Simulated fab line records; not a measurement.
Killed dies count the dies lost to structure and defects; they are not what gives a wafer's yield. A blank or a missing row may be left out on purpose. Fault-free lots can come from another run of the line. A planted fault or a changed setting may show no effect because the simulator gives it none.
Matching of chambers || flow n5 finfet || N5_BEOL_M3_PRE_CLEAN_60 on cvd co-02 has 3 sister chambers
The step time 15 s. 3 wafers are shown with their chamber, then 8 later ones without.

WAFERS, EACH WITH ITS CHAMBER
{"wafer": "L088.1", "chamber": 1, "heater power outer w (W)": 14}
{"wafer": "L088.6", "chamber": 2, "heater power outer w (W)": 17}
{"wafer": "L094.1", "chamber": 0, "heater power outer w (W)": 37}

WAFERS WITHOUT THEIR CHAMBER
{"wafer": "L094.4", "heater power outer w (W)": 14}
{"wafer": "L094.6", "heater power outer w (W)": 36}
{"wafer": "L095.2", "heater power outer w (W)": 14}
{"wafer": "L095.3", "heater power outer w (W)": 17}
{"wafer": "L095.6", "heater power outer w (W)": 36}
{"wafer": "L097.1", "heater power outer w (W)": 36}
{"wafer": "L097.4", "heater power outer w (W)": 36}
{"wafer": "L097.6", "heater power outer w (W)": 15}

CHAMBER TAKEN BY EACH
{"wafer": "L094.4", "from the rows above": 1, "in truth": 1}
{"wafer": "L094.6", "from the rows above": 0, "in truth": 0}
{"wafer": "L095.2", "from the rows above": 1, "in truth": 1}
{"wafer": "L095.3", "from the rows above": 2, "in truth": 2}
{"wafer": "L095.6", "from the rows above": 0, "in truth": 0}
{"wafer": "L097.1", "from the rows above": 0, "in truth": 0}
{"wafer": "L097.4", "from the rows above": 0, "in truth": 0}
{"wafer": "L097.6", "from the rows above": "can't be placed: 1 or 2", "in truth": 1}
Correctly placed: 7 of 8. Cannot be placed on the basis of these rows: 1; the candidates contain the true chamber in 1. 0 placed wrongly.
How it was worked out, from the rows above alone: a wafer's distance from a chamber is the root of the sum, over the readings, of the square of ((its reading less the chamber's mean) divided by the reading's scatter). If the next closest chamber is less than 2 further off than the closest, the wafer can't be placed; otherwise it belongs to the closest. For every chamber, the mean is computed from those of its wafers that are shown. The scatter (one wafer shown for each chamber): square how far every hidden wafer sits from the nearest shown wafer, average those squares and take the square root.
